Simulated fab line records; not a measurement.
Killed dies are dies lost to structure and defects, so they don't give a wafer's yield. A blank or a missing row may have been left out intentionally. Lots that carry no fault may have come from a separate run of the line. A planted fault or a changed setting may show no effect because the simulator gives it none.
The same fault as seen by 2 desks / flow nand-harc / every desk sees just its own numbers, and what lay behind them comes last

THE DEFECT DESK
Inspection counts along the route, by lot: the mean over sampled wafers that carry a number. Marked OUT: a lot whose mean sits more than 4 standard deviations from the usual mean, which makes it out of limits; the brackets give that distance.
Columns: A = raw-defect-count at NHARC_A_STAIRCASE_INSPECT_155, usual 406
lot=L308; first seen here=day 20 00:05; A=290
lot=L309; first seen here=day 20 00:34; A=433
lot=L311; first seen here=day 20 11:37; A=474
lot=L317; first seen here=day 24 02:46; A=364
lot=L320; first seen here=day 25 02:55; A=264
lot=L321; first seen here=day 25 03:05; A=387
lot=L322; first seen here=day 25 12:43; A=498
lot=L327; first seen here=day 27 07:21; A=499
lot=L326; first seen here=day 27 07:28; A=512
lot=L325; first seen here=day 27 07:41; A=377
lot=L329; first seen here=day 28 02:31; A=380
lot=L330; first seen here=day 28 17:47; A=418
This desk found nothing out of limits on any of the 12 lots.

DESK OF THE TOOL OWNER: rie-diel-09
The tool's own readings at NHARC_A_SGD_CUT_ETCH_58 (etches the open film in CF4, target depth 39 nm, time 65 s): means of the sampled wafers that have a number, for each lot that ran on this tool. Marked OUT: a lot whose mean sits more than 4 standard deviations from the usual mean, which makes it out of limits; the brackets give that distance.
Columns: A = cf4-flow-sccm at NHARC_A_SGD_CUT_ETCH_58, usual 150.1 sccm; B = drypump-motor-current-A at NHARC_A_SGD_CUT_ETCH_58, usual 5.7 A; C = oes-product-au at NHARC_A_SGD_CUT_ETCH_58, usual 1.000 a.u.; D = rf-vpp-V at NHARC_A_SGD_CUT_ETCH_58, usual 150.9 V; E = showerhead-plenum-p-Torr at NHARC_A_SGD_CUT_ETCH_58, usual 1.74 Torr; F = throttle-valve-pct at NHARC_A_SGD_CUT_ETCH_58, usual 13.285 %
lot=L309; first seen here=day 20 01:30; A=150.1; B=5.3; C=0.998; D=150.2; E=1.73; F=13.292
lot=L317; first seen here=day 24 03:42; A=150.7; B=5.7; C=0.842 (-13) OUT; D=150.5; E=1.70; F=13.279
lot=L320; first seen here=day 25 03:58; A=149.6; B=5.4; C=0.851 (-12) OUT; D=150.3; E=1.73; F=13.283
lot=L327; first seen here=day 27 08:25; A=150.0; B=5.6; C=1.003; D=150.8; E=1.69; F=13.288
lot=L330; first seen here=day 28 18:44; A=150.4; B=5.9; C=1.008; D=149.9; E=1.66; F=13.283
This desk's verdict: out of limits on L317, L320, starting with L317 at day 24 03:42 (oes-product-au at NHARC_A_SGD_CUT_ETCH_58). In limits: L309, L327, L330.

TAKEN TOGETHER
The tool owner's desk had the chance to raise an alarm at day 24 03:42 on L317, L320.
Nothing out of limits was seen by the defect desk.
The defect desk has L317, L320 on record, within its limits.
The lots listed all ran NHARC_A_SGD_CUT_ETCH_58 on rie-diel-09.

WHAT HAD BEEN PUT IN BY THE SIMULATOR
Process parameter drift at NHARC_A_SGD_CUT_ETCH_58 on rie-diel-09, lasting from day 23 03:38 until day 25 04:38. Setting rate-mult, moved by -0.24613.
Shown lots that were struck: L317, L320.
How many hours passed from the start of the fault until each desk's first out-of-limits reading: the tool owner's desk, 24.
